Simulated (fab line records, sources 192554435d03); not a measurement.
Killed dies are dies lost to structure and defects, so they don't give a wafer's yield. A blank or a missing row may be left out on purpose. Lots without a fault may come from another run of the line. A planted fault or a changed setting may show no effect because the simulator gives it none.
Chamber matching | flow n5_finfet | N5_BEOL_M13_ETCH_59 on rie_diel-06: 4 sister chambers
The step etches BARC in N2/H2, target depth 89 nm, overetch 26.7 nm, time 67.9 s. 4 wafers are shown with their chamber, then 12 later ones without.

WAFERS WITH THEIR CHAMBER
wafer  | chamber | showerhead_plenum_p_Torr (Torr)
L083.3 | 1       | 2.49
L087.4 | 2       | 2.48
L087.5 | 3       | 2.64
L087.6 | 0       | 2.40

WAFERS WITHOUT THEIR CHAMBER
wafer  | showerhead_plenum_p_Torr (Torr)
L093.2 | 2.49
L093.4 | 2.64
L093.6 | 2.39
L091.3 | 2.39
L091.5 | 2.64
L091.6 | 2.47
L096.1 | 2.39
L096.2 | 2.48
L096.3 | 2.63
L096.4 | 2.47
L096.5 | 2.48
L096.6 | 2.47

WHICH CHAMBER EACH WENT THROUGH
wafer  | from the rows above     | in truth
L093.2 | can't be placed: 1 or 2 | 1
L093.4 | 3                       | 3
L093.6 | 0                       | 0
L091.3 | 0                       | 0
L091.5 | 3                       | 3
L091.6 | can't be placed: 2 or 1 | 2
L096.1 | 0                       | 0
L096.2 | can't be placed: 2 or 1 | 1
L096.3 | 3                       | 3
L096.4 | can't be placed: 2 or 1 | 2
L096.5 | can't be placed: 2 or 1 | 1
L096.6 | can't be placed: 2 or 1 | 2
Placed correctly: 6 of 12. Can't be placed from these rows: 6 (the true chamber is among the candidates in 6). Placed wrongly: 0.
How it was worked out, from the rows above alone: a wafer's distance from a chamber is the root of the sum, over the readings, of the square of ((its reading less the chamber's mean) divided by the reading's scatter). The wafer belongs to the nearest chamber; if the next one is less than 2 further off, it can't be placed. A chamber's mean is the mean of its shown wafers. The scatter: with one shown wafer a chamber, the root of the mean of the squares of how far each hidden wafer lies from its nearest shown one.
